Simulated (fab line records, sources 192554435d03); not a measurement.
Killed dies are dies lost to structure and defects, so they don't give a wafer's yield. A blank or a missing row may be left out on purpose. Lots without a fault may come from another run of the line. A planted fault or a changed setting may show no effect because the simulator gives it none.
Chamber matching | flow n5_finfet | N5_BEOL_M1_ILD_DEP_00 on pecvd-02: 3 sister chambers
The step deposits SiOC from DEMS/O2, target thk 79 nm, time 15.3 s. 6 wafers are shown with their chamber, then 11 later ones without.

WAFERS WITH THEIR CHAMBER
wafer  | chamber | showerhead_vpp_V (V) | throttle_valve_pct (%)
L084.2 | 2       | 1375                 | 11.2
L084.4 | 2       | 1359                 | 11.2
L086.1 | 0       | 1443                 | 11.8
L086.4 | 0       | 1453                 | 11.7
L086.6 | 1       | 1408                 | 11.8
L087.2 | 1       | 1398                 | 11.7

WAFERS WITHOUT THEIR CHAMBER
wafer  | showerhead_vpp_V (V) | throttle_valve_pct (%)
L087.3 | 1448                 | 11.7
L087.5 | 1401                 | 12.0
L092.1 | 1409                 | 11.8
L092.2 | 1462                 | 11.9
L092.5 | 1397                 | 11.7
L096.1 | 1459                 | 11.9
L096.2 | 1393                 | 11.7
L096.3 | 1360                 | 10.7
L097.4 | 1354                 | 11.0
L097.5 | 1398                 | 11.8
L097.6 | 1430                 | 11.8

WHICH CHAMBER EACH WENT THROUGH
wafer  | from the rows above     | in truth
L087.3 | 0                       | 0
L087.5 | 1                       | 1
L092.1 | 1                       | 1
L092.2 | 0                       | 0
L092.5 | 1                       | 1
L096.1 | 0                       | 0
L096.2 | 1                       | 1
L096.3 | 2                       | 2
L097.4 | 2                       | 2
L097.5 | 1                       | 1
L097.6 | can't be placed: 0 or 1 | 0
Placed correctly: 10 of 11. Can't be placed from these rows: 1 (the true chamber is among the candidates in 1). Placed wrongly: 0.
How it was worked out, from the rows above alone: a wafer's distance from a chamber is the root of the sum, over the readings, of the square of ((its reading less the chamber's mean) divided by the reading's scatter). The wafer belongs to the nearest chamber; if the next one is less than 2 further off, it can't be placed. A chamber's mean is the mean of its shown wafers. The scatter: the root of (the sum of the squares of (reading less its chamber's mean) over the shown wafers, divided by (wafers less chambers)).
